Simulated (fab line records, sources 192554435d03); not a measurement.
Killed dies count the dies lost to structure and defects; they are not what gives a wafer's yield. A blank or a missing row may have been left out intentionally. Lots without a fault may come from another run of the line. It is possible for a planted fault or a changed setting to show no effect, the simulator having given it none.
fab line records + flow n5_finfet
[record]
- lots = 6
- wafers = 16
- last_day = 18
route steps=1938 shown PASSIVATION@1898
lots that met no fault: taken from a fault-free run of the same line
start_h: start of the lot's first displayed wafer, in hours after the record's first day + wait_h: hours elapsed since this lot's preceding step + " as in the row above + L1.1+2: one row covering several wafers at once + - no value, or no start was given + * or withheld: withheld + < > ~ a bound
route shown NAME@n: names a module that has steps shown in the file, with the first one's number in the route + usual: the fault-free wafers' mean and standard deviation + same: alike in all rows + chamber/n: place in a boat + sites: each site's reading + _std_site: standard deviation across them + _edge_site: the outer-site mean with the inner-site mean subtracted + radius_mm: for every site, how far away it sits from the centre of the wafer + mask NAME#n: copy n + behind: the tool/chamber that last shaped the wafer + hold: the reason the lot was held/the length of the hold in hours/how it ended + device: the transistor (n, p or np) that didn't switch + end of line: tests of these same wafers at the route's end + a step given without rows: its recipe and nothing more + killed: not the wafer's yield, but the dies lost to structure and defects at the first sort + map: the dies of a wafer, with x for killed, . for not killed, _ for no die there
set.NAME: the run value of the setting; set.NAME@STEP: its run value at that earlier step + model.NAME: the simulator's own value behind a step, which no gauge read
lots at selected steps of the route; one table per step, one row per wafer
services: a tool's chamber out of use, with start hour (start_h, from the record's first day; less than 0 if before it), hours out, and reason
[[steps]]
[step N5_PASSIVATION_COAT_24]
[recipe]
- spin_rpm = 3000
- resist_thk_nm = withheld
[step N5_PASSIVATION_EBR_26]
[recipe]
- solvent = PGMEA
- ebr_width_mm = 1.5
[step N5_PASSIVATION_SOFTBAKE_25]
[recipe]
- temp_c = 100
- time_s = 90
[step N5_PASSIVATION_EXPOSE_27]
[recipe]
- mask_id = PAD
- na = 0.55
- source_shape = conventional
- sigma_outer = 0.8
- polarization = unpolarized
- defocus_nm = 0
- dose_mj = 32.3
[step N5_PASSIVATION_PEB_28]
[recipe]
- peb_temp_c = withheld
- peb_time_s = *
[step N5_PASSIVATION_DEVELOP_29]
[recipe]
- develop_time_s = 60
- rinse_liquid = diw
- dry = air_spin
- dev_temp_c = 21
[step N5_PASSIVATION_HARDBAKE_31]
[recipe]
- temp_c = 130
- time_s = 120
[step N5_PASSIVATION_CD_MEAS_30]
[recipe]
- target_cd_nm = 4000
- landing_energy_ev = 500
- detector = se_inlens
- polarity = opening
[usual]
- cd_nm = 3999.5/1.8
| lot.wafer | tool      | chamber | start_h | wait_h | cd_nm  |
|-----------|-----------|---------|---------|--------|--------|
| L178.3    | cd_sem-02 | 0       | 286.22  | -      | 4000.7 |
| L178.4    | "         | 0       | "       | "      | 3999.5 |
| L178.5    | "         | 0       | "       | "      | 3998.0 |
| L183.1    | cd_sem-01 | 0       | 314.86  | -      | 4002.2 |
| L183.3    | "         | 0       | "       | "      | 3999.5 |
| L183.4    | "         | 0       | "       | "      | 4001.0 |
| L186.2    | cd_sem-02 | 0       | 357.97  | -      | 4002.6 |
| L186.3    | "         | 0       | "       | "      | 3999.4 |
| L186.6    | "         | 0       | "       | "      | 3998.0 |
| L187.2    | cd_sem-02 | 0       | 360.60  | -      | 3998.6 |
| L187.3    | "         | 0       | "       | "      | 3996.8 |
| L187.4    | "         | 0       | "       | "      | 3996.0 |
| L195.1    | cd_sem-01 | 0       | 420.05  | -      | 3997.5 |
| L195.3    | "         | 0       | "       | "      | 3998.0 |
| L197.5    | cd_sem-02 | 0       | 429.07  | -      | 3997.0 |
| L197.6    | "         | 0       | "       | "      | 4001.1 |
[step N5_PASSIVATION_OVL_MEAS_63]
[recipe]
- points_per_wafer = 44
[usual]
- PAD_OVL = 2/5.3
| lot.wafer | tool       | chamber | start_h | wait_h | PAD_OVL[nm] |
|-----------|------------|---------|---------|--------|-------------|
| L178.3    | overlay-01 | 0       | 286.25  | 0.0    | 6           |
| L178.4    | "          | 0       | "       | "      | 1           |
| L178.5    | "          | 0       | "       | "      | 11          |
| L183.1    | overlay-01 | 0       | 314.89  | 0.0    | -1          |
| L183.3    | "          | 0       | "       | "      | 10          |
| L183.4    | "          | 0       | "       | "      | 1           |
| L186.2    | overlay-01 | 0       | 358.00  | 0.0    | 2           |
| L186.3    | "          | 0       | "       | "      | -4          |
| L186.6    | "          | 0       | "       | "      | 6           |
| L187.2    | overlay-01 | 0       | 360.63  | 0.0    | 4           |
| L187.3    | "          | 0       | "       | "      | -2          |
| L187.4    | "          | 0       | "       | "      | -2          |
| L195.1    | overlay-02 | 0       | 420.08  | 0.0    | -4          |
| L195.3    | "          | 0       | "       | "      | -2          |
| L197.5    | overlay-01 | 0       | 429.10  | 0.0    | 2           |
| L197.6    | "          | 0       | "       | "      | -2          |
[step N5_PASSIVATION_INSPECT_64]
[recipe]
- mode = adi
- inspect_instrument = macro
[usual]
- raw_defect_count = 2.2/1.6
| lot.wafer | tool              | chamber | start_h | wait_h | raw_defect_count |
|-----------|-------------------|---------|---------|--------|------------------|
| L178.3    | defect_inspect-02 | -       | 286.27  | 0.0    | 3                |
| L178.4    | "                 | -       | "       | "      | 0                |
| L178.5    | "                 | -       | "       | "      | 1                |
| L183.1    | defect_inspect-02 | -       | 314.91  | 0.0    | 7                |
| L183.3    | "                 | -       | "       | "      | 4                |
| L183.4    | "                 | -       | "       | "      | 5                |
| L186.2    | defect_inspect-02 | -       | 358.03  | 0.0    | 3                |
| L186.3    | "                 | -       | "       | "      | 8                |
| L186.6    | "                 | -       | "       | "      | 1                |
| L187.2    | defect_inspect-01 | -       | 360.66  | 0.0    | 5                |
| L187.3    | "                 | -       | "       | "      | 2                |
| L187.4    | "                 | -       | "       | "      | 1                |
| L195.1    | defect_inspect-02 | -       | 420.12  | 0.0    | 3                |
| L195.3    | "                 | -       | "       | "      | 4                |
| L197.5    | defect_inspect-01 | -       | 429.13  | 0.0    | 0                |
| L197.6    | "                 | -       | "       | "      | 3                |
[step N5_PASSIVATION_DESCUM_32]
[recipe]
- chemistry = O2
- time_s = 7.9
- source_power_w = 50
- bias_power_w = 20
- pressure_mtorr = 20
- rf_frequency_hz = 2.712e+07
- temp_c = 40
- o2_flow_sccm = 225
[usual]
- drypump_motor_current_A = 5.5/0.38
- o2_flow_sccm = 225.0/0.62
- oes_product_au = 0.78/0.057
- rf_vpp_V = 243.1/1.5
- showerhead_plenum_p_Torr = 2.10/0.084
- throttle_valve_pct = 20.45/0.17
| lot.wafer | tool        | chamber | start_h | wait_h | drypump_motor_current_A | o2_flow_sccm | oes_product_au | rf_hours_counter_h | rf_vpp_V | showerhead_plenum_p_Torr | throttle_valve_pct |
|-----------|-------------|---------|---------|--------|-------------------------|--------------|----------------|--------------------|----------|--------------------------|--------------------|
| L178.3    | rie_diel-04 | 1       | 286.31  | 0.0    | 6.5                     | 224.0        | 0.83           | 84                 | 242.9    | 2.02                     | 20.69              |
| L178.4    | "           | 2       | "       | "      | 5.4                     | 226.0        | 0.78           | 126                | 243.6    | 2.09                     | 20.14              |
| L178.5    | "           | 1       | "       | "      | 6.5                     | 225.5        | 0.83           | -                  | 242.8    | 2.02                     | 20.70              |
| L183.1    | rie_diel-03 | 1       | 315.05  | 0.1    | 5.3                     | 224.6        | 0.83           | 80                 | 246.3    | 2.23                     | 20.29              |
| L183.3    | "           | 2       | "       | "      | 5.6                     | 225.3        | 0.71           | 166                | 240.8    | 1.99                     | 20.57              |
| L183.4    | "           | 0       | "       | "      | 5.3                     | 225.5        | 0.73           | 174                | 241.8    | 2.02                     | 20.64              |
| L186.2    | rie_diel-04 | 3       | 358.06  | 0.0    | 5.8                     | 224.7        | 0.84           | 68                 | 242.8    | 2.20                     | 20.48              |
| L186.3    | "           | 2       | "       | "      | 5.4                     | 225.5        | 0.77           | 142                | 243.8    | 2.09                     | 20.16              |
| L186.6    | "           | 0       | "       | "      | 5.1                     | 225.6        | 0.84           | -                  | 241.9    | 2.06                     | 20.58              |
| L187.2    | rie_diel-01 | 1       | 360.93  | 0.3    | 5.3                     | 225.0        | 0.83           | 65                 | 243.2    | 2.13                     | 20.32              |
| L187.3    | "           | 2       | "       | "      | 5.9                     | 224.5        | 0.89           | 46                 | 245.3    | 2.21                     | 20.37              |
| L187.4    | "           | 0       | "       | "      | 5.5                     | 225.0        | 0.81           | 79                 | 242.2    | 2.03                     | 20.38              |
| L195.1    | rie_diel-03 | 0       | 420.15  | 0.0    | 5.4                     | 225.4        | 0.69           | 213                | 242.0    | 2.01                     | 20.68              |
| L195.3    | "           | 1       | "       | "      | 5.3                     | 224.5        | 0.78           | 118                | 245.0    | 2.22                     | 20.33              |
| L197.5    | rie_diel-03 | 2       | 429.19  | 0.1    | 5.6                     | 225.5        | 0.69           | -                  | 241.6    | 1.98                     | 20.62              |
| L197.6    | "           | 3       | "       | "      | 5.5                     | 224.7        | 0.72           | -                  | 245.4    | 2.17                     | 20.35              |
[step N5_PASSIVATION_AL_ETCH_33]
[recipe]
- chemistry = Cl2/BCl3
- target_depth_a = 28000
- over_etch_frac = 0.15
- Cl2_flow_sccm = 180
- bcl3_flow_sccm = 60
- target = Al
- stop_on = TaN
- time_s = 466.7
- ion_energy_ev = 100
- pressure_mtorr = 10
- icp_w = 900
- bias_w = 100
[usual]
- drypump_motor_current_A = 5.5/0.53
- oes_product_au = 0.72/0.096
- throttle_valve_pct = 34.27/0.29
| lot.wafer | tool         | chamber | start_h | wait_h | drypump_motor_current_A | oes_product_au | rf_hours_counter_h | throttle_valve_pct |
|-----------|--------------|---------|---------|--------|-------------------------|----------------|--------------------|--------------------|
| L178.3    | rie_metal-01 | 0       | 286.53  | 0.2    | 4.8                     | 0.86           | -                  | 34.06              |
| L178.4    | "            | 1       | "       | "      | 5.9                     | 0.72           | -                  | 34.36              |
| L178.5    | "            | 0       | "       | "      | 4.8                     | 0.88           | -                  | 34.06              |
| L183.1    | rie_metal-01 | 0       | 315.15  | 0.1    | 4.8                     | 0.84           | 3                  | 34.04              |
| L183.3    | "            | 0       | "       | "      | 4.8                     | 0.85           | -                  | 34.06              |
| L183.4    | "            | 1       | "       | "      | 5.9                     | 0.70           | -                  | 34.39              |
| L186.2    | rie_metal-03 | 0       | 358.15  | 0.1    | 6.2                     | 0.60           | 94                 | 34.70              |
| L186.3    | "            | 1       | "       | "      | 4.9                     | 0.79           | -                  | 34.27              |
| L186.6    | "            | 0       | "       | "      | 6.1                     | 0.60           | -                  | 34.68              |
| L187.2    | rie_metal-02 | 1       | 361.15  | 0.2    | 5.5                     | 0.64           | -                  | 33.94              |
| L187.3    | "            | 1       | "       | "      | 5.5                     | 0.64           | -                  | 33.95              |
| L187.4    | "            | 1       | "       | "      | 5.5                     | 0.64           | -                  | 33.97              |
| L195.1    | rie_metal-03 | 1       | 420.24  | 0.1    | 4.9                     | 0.77           | 15                 | 34.25              |
| L195.3    | "            | 1       | "       | "      | 4.9                     | 0.77           | -                  | 34.26              |
| L197.5    | rie_metal-03 | 0       | 429.51  | 0.3    | 6.2                     | 0.59           | -                  | 34.72              |
| L197.6    | "            | 1       | "       | "      | 4.9                     | 0.76           | -                  | 34.27              |
[step N5_PASSIVATION_ETCH_59]
[recipe]
- chemistry = Cl2/BCl3
- target = TaN
- target_depth_a = 650
- time_s = 34.9
- ion_energy_ev = 100
- pressure_mtorr = 10
- icp_w = 900
- bias_w = 100
- Cl2_flow_sccm = 60
- bcl3_flow_sccm = 30
[usual]
- drypump_motor_current_A = 5.5/0.54
- oes_product_au = 0.80/0.11
- throttle_valve_pct = 21.01/0.26
| lot.wafer | tool         | chamber | start_h | wait_h | drypump_motor_current_A | oes_product_au | rf_hours_counter_h | throttle_valve_pct | model.etch.depth_nm |
|-----------|--------------|---------|---------|--------|-------------------------|----------------|--------------------|--------------------|---------------------|
| L178.3    | rie_metal-01 | 0       | 286.82  | 0.2    | 4.8                     | 0.99           | -                  | 20.76              | 66.98               |
| L178.4    | "            | 1       | "       | "      | 5.9                     | 0.81           | -                  | 20.98              | 67.42               |
| L178.5    | "            | 0       | "       | "      | 4.8                     | 0.99           | -                  | 20.77              | 66.81               |
| L183.1    | rie_metal-01 | 0       | 315.55  | 0.3    | 4.8                     | 0.96           | 4                  | 20.77              | 67.04               |
| L183.3    | "            | 0       | "       | "      | 4.8                     | 0.95           | -                  | 20.77              | 66.73               |
| L183.4    | "            | 1       | "       | "      | 5.8                     | 0.82           | -                  | 20.97              | 67.99               |
| L186.2    | rie_metal-03 | 0       | 358.55  | 0.3    | 6.1                     | 0.65           | 94                 | 21.48              | 62.86               |
| L186.3    | "            | 1       | "       | "      | 4.9                     | 0.87           | -                  | 20.95              | 65.08               |
| L186.6    | "            | 0       | "       | "      | 6.2                     | 0.65           | -                  | 21.50              | 62.7                |
| L187.2    | rie_metal-02 | 1       | 361.85  | 0.6    | 5.5                     | 0.71           | -                  | 20.85              | 66.08               |
| L187.3    | "            | 1       | "       | "      | 5.5                     | 0.72           | -                  | 20.87              | 66.47               |
| L187.4    | "            | 1       | "       | "      | 5.5                     | 0.71           | -                  | 20.86              | 66.22               |
| L195.1    | rie_metal-03 | 1       | 420.64  | 0.3    | 4.9                     | 1.06           | 15                 | 20.46              | 88.7                |
| L195.3    | "            | 1       | "       | "      | 4.9                     | 0.85           | -                  | 20.94              | 65.6                |
| L197.5    | rie_metal-03 | 0       | 429.71  | 0.1    | 6.1                     | 0.81           | -                  | 21.01              | 85.98               |
| L197.6    | "            | 1       | "       | "      | 4.9                     | 0.84           | -                  | 20.94              | 65.34               |
[step N5_PASSIVATION_STRIP_34]
[recipe]
- chemistry = O2
- power_w = 600
- temp_c = 60
- pressure_mtorr = 30
- rf_frequency_hz = 6e+07
- bias_power_w = 0
- overash_fraction = 2
- o2_flow_sccm = 225
[usual]
- drypump_motor_current_A = 5.6/0.44
- o2_flow_sccm = 225.0/0.65
- oes_product_au = 0.80/0.057
- rf_vpp_V = 3.9/1.6
- showerhead_plenum_p_Torr = 2.10/0.079
- throttle_valve_pct = 16.67/0.18
[same]
- overash_fraction = 2
| lot.wafer | tool        | chamber | start_h | wait_h | drypump_motor_current_A | o2_flow_sccm | oes_product_au | rf_hours_counter_h | rf_vpp_V | showerhead_plenum_p_Torr | throttle_valve_pct |
|-----------|-------------|---------|---------|--------|-------------------------|--------------|----------------|--------------------|----------|--------------------------|--------------------|
| L178.3    | rie_diel-01 | 3       | 286.95  | 0.1    | 5.0                     | 224.1        | 0.83           | 69                 | 0.4      | 2.13                     | 16.46              |
| L178.4    | "           | 1       | "       | "      | 5.2                     | 225.4        | 0.87           | 40                 | 6.4      | 2.14                     | 16.52              |
| L178.5    | "           | 3       | "       | "      | 5.0                     | 224.5        | 0.85           | -                  | 2.2      | 2.13                     | 16.50              |
| L183.1    | rie_diel-04 | 1       | 315.67  | 0.1    | 6.5                     | 225.0        | 0.83           | 92                 | 6.4      | 2.03                     | 16.95              |
| L183.3    | "           | 3       | "       | "      | 5.8                     | 225.1        | 0.87           | 53                 | 3.5      | 2.21                     | 16.65              |
| L183.4    | "           | 0       | "       | "      | 5.1                     | 223.4        | 0.85           | 31                 | 2.3      | 2.07                     | 16.69              |
| L186.2    | rie_diel-01 | 3       | 358.67  | 0.1    | 5.0                     | 223.4        | 0.83           | 95                 | 2.9      | 2.12                     | 16.56              |
| L186.3    | "           | 0       | "       | "      | 5.5                     | 224.4        | 0.82           | 78                 | 3.9      | 2.03                     | 16.60              |
| L186.6    | "           | 0       | "       | "      | 5.4                     | 224.7        | 0.81           | -                  | 1.8      | 2.03                     | 16.63              |
| L187.2    | rie_diel-04 | 3       | 362.24  | 0.4    | 5.8                     | 226.5        | 0.83           | 70                 | 3.1      | 2.21                     | 16.69              |
| L187.3    | "           | 0       | "       | "      | 5.1                     | 225.1        | 0.81           | 48                 | 2.6      | 2.06                     | 16.76              |
| L187.4    | "           | 1       | "       | "      | 6.5                     | 225.6        | 0.81           | 108                | 3.1      | 2.02                     | 16.96              |
| L195.1    | rie_diel-04 | 3       | 420.77  | 0.1    | 5.8                     | 224.6        | 0.80           | 88                 | 6.0      | 2.20                     | 16.73              |
| L195.3    | "           | 0       | "       | "      | 5.1                     | 225.7        | 0.80           | 65                 | 3.5      | 2.05                     | 16.80              |
| L197.5    | rie_diel-04 | 2       | 429.78  | 0.0    | 5.4                     | 225.0        | 0.75           | -                  | 6.8      | 2.09                     | 16.45              |
| L197.6    | "           | 1       | "       | "      | 6.5                     | 224.6        | 0.77           | -                  | 3.1      | 2.01                     | 16.95              |
[[services]]
| tool         | chamber | start_h | hours | kind           |
|--------------|---------|---------|-------|----------------|
| rie_diel-01  | 1       | 287.24  | 4.2   | repair         |
| rie_metal-01 | -       | 288.34  | 0.1   | repair         |
| rie_metal-03 | 0       | 299.21  | 7.3   | repair         |
| rie_diel-03  | 3       | 307.29  | 5.7   | repair         |
| rie_metal-02 | 0       | 315.18  | 2.7   | repair         |
| rie_diel-04  | 2       | 323.48  | 19.8  | repair         |
| rie_metal-02 | 0       | 346.03  | 14.3  | repair         |
| rie_metal-03 | 1       | 346.76  | 4.3   | repair         |
| rie_metal-02 | 0       | 360.33  | -     | clean          |
| rie_metal-02 | 0       | 360.33  | 15.0  | scheduled_down |
| rie_metal-02 | 0       | 360.33  | 15.0  | vent_cycle     |
| rie_diel-03  | 1       | 365.16  | 4.2   | repair         |
| rie_diel-01  | -       | 366.85  | 0.9   | repair         |
| rie_diel-03  | 2       | 375.72  | 4.9   | repair         |
| rie_diel-04  | -       | 381.01  | 2.8   | pm             |
[[key]]
first_sign none at tools or gauges
[model_effect]
- step = N5_PASSIVATION_ETCH_59
- value = etch.depth_nm
- without = 64.51
- struck = 87.34
met_at N5_PASSIVATION_ETCH_59
struck_wafers L195.1,L197.5
onset_between 358.55 420.64
[fault]
- kind = process_parameter_drift
- tool = rie_metal-03
- chamber = -
- onset_h = 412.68
- steps = N5_PASSIVATION_ETCH_59
- channel = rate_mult
- offset = 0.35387
- shape = step
- end_h = 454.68
- scope = struck_wafers_only
